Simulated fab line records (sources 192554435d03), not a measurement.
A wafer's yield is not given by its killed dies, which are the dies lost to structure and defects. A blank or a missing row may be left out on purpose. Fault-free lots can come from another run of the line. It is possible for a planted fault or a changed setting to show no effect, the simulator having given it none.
fab line records	flow n5-finfet
record: lots: 6	wafers: 16	last-day: 17
route steps=1938 shown BEOL_M6@1241 PASSIVATION@1936
lots untouched by any fault: they come from a run of this same line in which no faults occurred
start-h: the number of hours between the record's first day and the start of the first shown wafer of the lot	wait-h: hours since the lot's step before	" as in the row above	L1.1+2: several wafers, shown together as one row	- no value present, or no start provided	* or withheld: withheld	< > ~ a bound
route shown NAME@n: names a module that has steps shown in the file, with the first one's number in the route	usual: the fault-free wafers' mean and standard deviation	same: alike in all rows	chamber/n: place in a boat	sites: each site's reading	_std_site: how widely they spread, as a standard deviation	_edge_site: the outer-site mean with the inner-site mean subtracted	radius-mm: for every site, how far away it sits from the centre of the wafer	mask NAME#n: copy n	behind: tool/chamber where the wafer was last shaped	hold: why the lot went on hold/how many hours it stayed there/how the hold came to an end	device: transistor that didn't switch, given as n, p or np	end of line: tests of these same wafers at the route's end	a step with no rows: only its recipe	killed: at the first sort, the dies lost to defects and structure; wafer yield is something else	map: shows each die of a wafer: x if killed, . if not, _ if none is there
set.NAME: the run value of the setting; set.NAME@STEP: its run value at that earlier step	model.NAME: the simulator's own value behind a step, which no gauge read
lots at some steps of the route; a table a step, a row a wafer
services: the hour from which a tool's chamber was out of use, counted from the record's first day as start-h (under 0 if before that day), plus the number of hours and why
== steps ==
step: N5_BEOL_M6_STRIP_80
recipe: chemistry: N2/H2	time-s: 10	power-w: 450	temp-c: 40	pressure-mtorr: 20	rf-frequency-hz: 6e+07	bias-power-w: 7	n2-flow-sccm: 200	h2-flow-sccm: 200
usual: drypump-motor-current-A: 5.7/0.48	oes-product-au: 0.82/0.086	rf-vpp-V: 59.0/0.85	showerhead-plenum-p-Torr: 2.48/0.056	throttle-valve-pct: 23.6/0.31
same: time-s: 10
lot.wafer	tool	chamber	start-h	wait-h	drypump-motor-current-A	oes-product-au	rf-hours-counter-h	rf-vpp-V	showerhead-plenum-p-Torr	throttle-valve-pct
L107.3	rie-diel-06	3	-	-	6.0	0.66	244	58.6	2.49	24.0
L107.4	"	3	"	"	6.0	0.66	-	58.9	2.50	24.0
L107.6	"	2	"	"	4.9	0.90	-	58.7	2.58	24.0
L110.4	rie-diel-01	2	-	-	5.8	0.87	43	58.8	2.46	23.6
L110.5	"	3	"	"	6.1	0.81	-	59.9	2.46	23.2
L110.6	"	2	"	"	5.8	0.86	-	59.1	2.46	23.5
L120.2	rie-diel-03	2	-	-	5.8	0.92	22	60.1	2.71	23.7
L120.4	"	1	"	"	5.9	0.86	54	59.2	2.58	23.0
L120.6	"	1	"	"	5.9	0.86	-	60.1	2.58	23.1
L118.2	rie-diel-01	3	-	-	6.1	0.79	117	58.4	2.45	23.3
L118.5	"	3	"	"	6.1	0.79	-	57.8	2.45	23.3
L122.2	rie-diel-06	2	-	-	4.9	0.85	92	58.3	2.57	24.0
L122.3	"	3	"	"	6.0	0.91	21	59.2	2.48	23.6
L122.6	"	3	"	"	6.0	0.91	-	57.3	2.48	23.6
L125.3	rie-diel-06	2	-	-	4.9	0.85	96	60.0	2.56	24.0
L125.6	"	0	"	"	5.8	0.74	-	57.8	2.41	23.2
step: N5_BEOL_M6_OCD_MEAS_38
usual: trench-depth-nm: 94.8/1.7
lot.wafer	tool	chamber	start-h	wait-h	trench-depth-nm
L107.3	ocd-02	-	223.78	-	91.7
L107.4	"	-	"	"	91.6
L107.6	"	-	"	"	95.6
L110.4	ocd-01	-	229.67	-	93.5
L110.5	"	-	"	"	94.8
L110.6	"	-	"	"	92.5
L120.2	ocd-02	-	299.22	-	92.5
L120.4	"	-	"	"	94.9
L120.6	"	-	"	"	94.2
L118.2	ocd-01	-	299.27	-	95.3
L118.5	"	-	"	"	95.7
L122.2	ocd-02	-	315.77	-	97.1
L122.3	"	-	"	"	96.8
L122.6	"	-	"	"	96.8
L125.3	ocd-02	-	323.41	-	96.3
L125.6	"	-	"	"	93.9
step: N5_BEOL_M6_HM_STRIP_39
recipe: chemistry: peroxide-tin-strip	material: TiN	target-depth-a: 250	temp-c: 50	time-s: 158
step: N5_BEOL_M6_SRD_40
recipe: time-s: 30	temp-c: 23	rinse-liquid: diw	dry: ipa-marangoni
step: N5_BEOL_M6_PRECLEAN_42
recipe: chemistry: residue-remover	time-s: 60	temp-c: 40
step: N5_BEOL_M6_SRD_43
recipe: time-s: 30	temp-c: 23	rinse-liquid: diw	dry: ipa-marangoni
step: N5_BEOL_M6_CD_MEAS_35
recipe: target-cd-nm: 40	target-cd-y-nm: 28	polarity: opening
usual: cd-nm: 40.1/0.61
lot.wafer	tool	chamber	start-h	wait-h	cd-nm
L107.3	cd-sem-01	-	223.93	0.0	41.5
L107.4	"	-	"	"	41.1
L107.6	"	-	"	"	40.7
L110.4	cd-sem-02	-	229.82	0.0	40.1
L110.5	"	-	"	"	40.0
L110.6	"	-	"	"	40.2
L120.2	cd-sem-01	-	299.37	0.0	40.4
L120.4	"	-	"	"	40.9
L120.6	"	-	"	"	40.1
L118.2	cd-sem-02	-	299.43	0.0	40.2
L118.5	"	-	"	"	40.6
L122.2	cd-sem-01	-	315.92	0.0	40.5
L122.3	"	-	"	"	40.4
L122.6	"	-	"	"	40.1
L125.3	cd-sem-03	-	323.57	0.0	39.1
L125.6	"	-	"	"	39.6
step: N5_BEOL_M6_CURE_75
recipe: temp-c: 370	time-s: 120	ambient: DMADMS/He	material: SiCOH_lowk
usual: lamp-power-pct: 52.31/0.051	wafer_temp_C_max: 371.8/0.57
same: time-s: 120
lot.wafer	tool	chamber	start-h	wait-h	lamp-power-pct	wafer_temp_C_max
L107.3	uv-cure-01	2	224.07	0.1	52.32	371.8
L107.4	"	2	"	"	52.26	371.8
L107.6	"	2	"	"	52.33	371.7
L110.4	uv-cure-01	2	230.01	0.2	52.34	372.2
L110.5	"	2	"	"	52.22	371.8
L110.6	"	2	"	"	52.34	371.9
L120.2	uv-cure-02	2	299.51	0.1	52.30	371.2
L120.4	"	2	"	"	52.38	371.5
L120.6	"	2	"	"	52.30	371.8
L118.2	uv-cure-01	1	299.61	0.2	52.22	371.0
L118.5	"	1	"	"	52.24	371.2
L122.2	uv-cure-03	1	316.01	0.1	52.27	372.4
L122.3	"	1	"	"	52.35	372.9
L122.6	"	1	"	"	52.28	373.0
L125.3	uv-cure-02	2	323.81	0.2	52.30	372.3
L125.6	"	2	"	"	52.21	371.1
step: N5_BEOL_M6_DEGAS_44
recipe: ambient: vacuum	temp-c: 250	time-s: 60
usual: heater-power-w: 335/37
same: time-s: 60
lot.wafer	tool	chamber	start-h	wait-h	heater-power-w
L107.3	pvd-sputter-01	-	224.43	0.3	316
L107.4	"	-	"	"	306
L107.6	"	-	"	"	272
L110.4	pvd-sputter-01	-	230.18	0.1	310
L110.5	"	-	"	"	266
L110.6	"	-	"	"	312
L118.2	pvd-sputter-02	-	299.89	0.2	308
L118.5	"	-	"	"	332
L120.2	pvd-sputter-02	-	300.09	0.5	332
L120.4	"	-	"	"	339
L120.6	"	-	"	"	306
L122.2	pvd-sputter-02	-	316.53	0.5	325
L122.3	"	-	"	"	329
L122.6	"	-	"	"	305
L125.3	pvd-sputter-03	-	325.74	1.9	330
L125.6	"	-	"	"	383
step: N5_BEOL_M6_PRE_CLEAN_45
recipe: gas: H2/He	time-s: 30	temp-c: 250
step: N5_BEOL_M6_ALD_77
recipe: material: TaN	target-thk-a: 20	temp-c: 275	ald-precursor-family: PDMAT	ald-co-reactant: NH3	pressure-torr: 3	carrier-flow-sccm: 1500	pulse-time-s: 2	purge-time-s: 3	co-reactant-purge-time-s: 2	co-reactant-pulse-time-s: 3	ald-cycles: 40	precursor-vessel-temp-c: 75	precursor-vessel-pressure-torr: 26.25	precursor-vessel-carrier-sccm: 1000
usual: heater-power-outer-w: 248/32	heater-power-w: 433/47
lot.wafer	tool	chamber	start-h	wait-h	heater-power-outer-w	heater-power-w
L107.3	ald-metal-03	1	224.61	0.1	287	487
L107.4	"	0	"	"	248	421
L107.6	"	2	"	"	271	478
L110.4	ald-metal-04	2	230.28	0.0	290	474
L110.5	"	3	"	"	226	432
L110.6	"	2	"	"	288	491
L118.2	ald-metal-03	2	299.99	0.0	263	476
L118.5	"	2	"	"	271	477
L120.2	ald-metal-04	1	300.21	0.1	279	452
L120.4	"	0	"	"	225	407
L120.6	"	0	"	"	221	404
L122.2	ald-metal-01	0	316.65	0.1	216	396
L122.3	"	3	"	"	244	437
L122.6	"	3	"	"	238	434
L125.3	ald-metal-03	3	325.85	0.1	201	334
L125.6	"	1	"	"	279	474
step: N5_BEOL_M6_SURFACE_TREAT_79
recipe: gas: Ar	time-s: *	ion-energy-ev: *	ion-current-ma-cm2: 0.5	pressure-mtorr: *	ar-flow-sccm: 30
step: N5_BEOL_M6_CVD_78
recipe: material: Co	target-thk-a: 20	temp-c: withheld	precursor: CCTBA/H2	pressure-torr: 30	time-s: 142.3
usual: run-length-s: 165.2/0.36
lot.wafer	tool	chamber	start-h	wait-h	run-length-s
L107.3	cvd-co-02	0	225.03	0.1	165.5
L107.4	"	1	"	"	165.3
L107.6	"	2	"	"	165.5
L110.4	cvd-co-01	2	230.67	0.1	165.2
L110.5	"	0	"	"	164.6
L110.6	"	1	"	"	164.8
L118.2	cvd-co-02	0	300.47	0.0	107.2
L118.5	"	1	"	"	107.7
L120.2	cvd-co-02	2	300.56	0.1	107.8
L120.4	"	2	"	"	107.7
L120.6	"	1	"	"	165.3
L122.2	cvd-co-01	2	317.07	0.0	165.2
L122.3	"	1	"	"	164.5
L122.6	"	1	"	"	164.6
L125.3	cvd-co-01	1	326.23	0.1	164.7
L125.6	"	1	"	"	165.6
step: N5_BEOL_M6_SPUTTER_48
recipe: material: Cu	target-thk-a: 100	temp-c: -20	bias-v: 60	power-w: 26000	chamber-pressure-pa: 0.13	time-s: 1.667
usual: bias-v: 60.0/0.6	throttle-valve-pct: 30.2/1.4
same: time-s: 1.667
lot.wafer	tool	chamber	start-h	wait-h	bias-v	throttle-valve-pct
L107.3	pvd-sputter-03	-	225.18	0.1	59.9	29.9
L107.4	"	-	"	"	60.9	29.4
L107.6	"	-	"	"	59.2	27.4
L110.4	pvd-sputter-01	-	230.74	0.0	60.9	31.1
L110.5	"	-	"	"	59.8	31.0
L110.6	"	-	"	"	59.8	31.0
L118.2	pvd-sputter-03	-	300.61	0.1	59.9	29.3
L118.5	"	-	"	"	60.9	29.3
L120.2	pvd-sputter-03	-	300.69	0.1	60.2	27.4
L120.4	"	-	"	"	60.3	30.1
L120.6	"	-	"	"	59.9	27.3
L122.2	pvd-sputter-01	-	317.41	0.3	60.0	31.3
L122.3	"	-	"	"	59.8	29.3
L122.6	"	-	"	"	60.3	28.9
L125.3	pvd-sputter-01	-	326.49	0.2	60.6	30.7
L125.6	"	-	"	"	60.5	30.8
step: N5_PASSIVATION_PROBE_49
usual: killed_at_M0_to_M3: 35/11	killed_at_M4_up: 14/5.4	killed-at-contacts: 13/6	killed-at-front-end: 38/11	killed-at-other: 3.4/2.6	killed-dies: 104/19	killed-open: 68/13	killed-short: 34/8.5
same: gross-dies: 1180	killed-at-back-side: 0
lot.wafer	tool	chamber	start-h	wait-h	killed_at_M0_to_M3	killed_at_M4_up	killed-at-contacts	killed-at-front-end	killed-at-other	killed-dies	killed-open	killed-short
L107.3	prober-01	-	319.48	0.1	42	3	12	30	3	90	58	30
L107.4	prober-01	-	319.53	0.2	37	9	20	61	6	133	83	48
L107.6	prober-01	-	319.63	0.3	75	7	15	37	9	143	83	57
L118.2	prober-01	-	395.61	0.1	20	11	8	40	5	84	44	39
L118.5	prober-01	-	395.76	0.2	44	15	9	29	6	103	68	31
L122.2	prober-01	-	410.28	0.1	29	13	30	37	3	112	84	28
L122.3	prober-01	-	410.33	0.1	19	11	8	57	6	101	56	35
L122.6	prober-01	-	410.48	0.3	32	11	17	34	4	98	57	32
killed by level:class
L107.3 BEOL_M0_SAQP:geometric-particle:short=12 MOL_CONTACT_COAG:geometric-particle:open=10 BEOL_M2:geometric-particle:open=9 STI_FIN_REVEAL:geometric-particle:open=7 BEOL_M0_SAQP:geometric-particle:open=7 BEOL_M1:geometric-particle:open=5 BEOL_M3:geometric-particle:open=5 FIN_SAQP:geometric-particle:open=4
L107.4 STI_FIN_REVEAL:geometric-particle:open=18 FIN_SAQP:geometric-particle:short=17 MOL_CONTACT_COAG:geometric-particle:open=16 BEOL_M2:geometric-particle:open=11 FIN_SAQP:geometric-particle:open=8 BEOL_M0_SAQP:geometric-particle:short=8 BEOL_M1:geometric-particle:open=6 GATE_CUT:geometric-particle:short=4
L107.6 BEOL_M0_SAQP:geometric-particle:short=21 BEOL_M0_SAQP:geometric-particle:open=16 MOL_CONTACT_COAG:geometric-particle:open=12 BEOL_M2:geometric-particle:open=11 BEOL_M3:geometric-particle:open=9 FIN_SAQP:geometric-particle:open=7 STI_FIN_REVEAL:geometric-particle:open=7 BEOL_M3:geometric-particle:short=7
L118.2 BEOL_M0_SAQP:geometric-particle:open=8 FIN_SAQP:geometric-particle:open=7 BEOL_M0_SAQP:geometric-particle:short=7 ILD0:geometric-particle:short=6 GATE_CUT:geometric-particle:short=4 MOL_CONTACT_COAG:geometric-particle:open=4 MOL_CONTACT_COAG:geometric-particle:short=4 BEOL_M7:geometric-particle:open=4
L118.5 STI_FIN_REVEAL:geometric-particle:open=9 BEOL_M0_SAQP:geometric-particle:short=9 BEOL_M0_SAQP:geometric-particle:open=9 MOL_CONTACT_COAG:geometric-particle:open=7 BEOL_M3:geometric-particle:open=6 DUMMY_GATE:geometric-particle:open=5 BEOL_M1:geometric-particle:open=5 BEOL_M2:geometric-particle:open=5
L122.2 MOL_CONTACT_COAG:geometric-particle:open=25 BEOL_M0_SAQP:geometric-particle:open=11 DUMMY_GATE:geometric-particle:open=8 BEOL_M5:geometric-particle:open=8 FIN_SAQP:geometric-particle:short=7 FIN_SAQP:geometric-particle:open=7 MOL_CONTACT_COAG:geometric-particle:short=5 BEOL_M2:geometric-particle:open=5
L122.3 FIN_SAQP:geometric-particle:short=13 HKMG_FIN:area-etch=9 FIN_SAQP:geometric-particle:open=6 ILD0:geometric-particle:short=6 DUMMY_GATE:geometric-particle:open=5 MOL_CONTACT_COAG:geometric-particle:open=5 BEOL_M3:geometric-particle:open=4 BEOL_M6:geometric-particle:open=4
L122.6 MOL_CONTACT_COAG:geometric-particle:open=13 HKMG_FIN:area-etch=9 BEOL_M0_SAQP:geometric-particle:open=8 BEOL_M0_SAQP:geometric-particle:short=7 STI_FIN_REVEAL:geometric-particle:open=5 BEOL_M2:geometric-particle:open=5 FIN_SAQP:geometric-particle:short=4 MOL_CONTACT_COAG:geometric-particle:short=4
== services ==
tool	chamber	start-h	hours	kind
rie-diel-03	2	201.74	28.7	repair
pvd-sputter-02	-	207.13	4.6	repair
uv-cure-03	-	209.58	1.0	pm
rie-diel-06	1	214.36	13.2	repair
ald-metal-04	2	218.00	7.0	repair
rie-diel-03	-	219.88	28.1	pm
uv-cure-02	-	237.16	28.1	pm
pvd-sputter-03	-	239.40	1.2	repair
rie-diel-06	3	242.28	-	clean
rie-diel-06	3	242.28	-	consumable-replace:focus-ring
rie-diel-06	3	242.28	19.6	scheduled-down
rie-diel-06	3	242.28	19.6	vent-cycle
cvd-co-01	-	254.93	1.0	repair
rie-diel-06	1	282.21	-	clean
rie-diel-06	1	282.21	-	consumable-replace:focus-ring
ald-metal-04	-	284.19	6.0	pm
cvd-co-01	1	293.30	15.5	repair
rie-diel-01	2	306.55	1.8	repair
ald-metal-04	-	307.40	8.7	pm
uv-cure-02	-	316.90	6.8	repair
rie-diel-01	-	317.64	2.8	pm
ald-metal-04	-	318.94	2.8	pm
uv-cure-01	-	324.70	12.8	repair
uv-cure-03	-	325.06	2.2	repair
== key ==
first-sign: step: N5_BEOL_M6_CVD_78	reading: run-length-s	direction: down	sigmas: 99+	usual: *	struck: *
effect none on later readings
met-at N5_BEOL_M6_CVD_78
struck-wafers L118.2,L118.5,L120.2,L120.4
tester-left-out L118
onset-between 225.03 300.47
earlier-fault: kind: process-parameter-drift	tool: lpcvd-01	chamber: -	onset-h: 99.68	steps: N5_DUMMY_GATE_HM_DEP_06	channel: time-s	offset: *	shape: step	end-h: 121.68	acts-in: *	stated: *
fault: kind: process-parameter-drift	tool: cvd-co-02	chamber: -	onset-h: 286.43	steps: N5_BEOL_M6_CVD_78	channel: time-s	offset: *	shape: step	end-h: 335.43	scope: struck-wafers-only	acts-in: *	stated: *
tester-left-out: of these lots the tester's yield and bins aren't shown, on N5 and GAA mostly nor the transistor test; their killed dies are dies lost to structure and defects alone, not to doping, threshold or leakage, so they don't give the yield
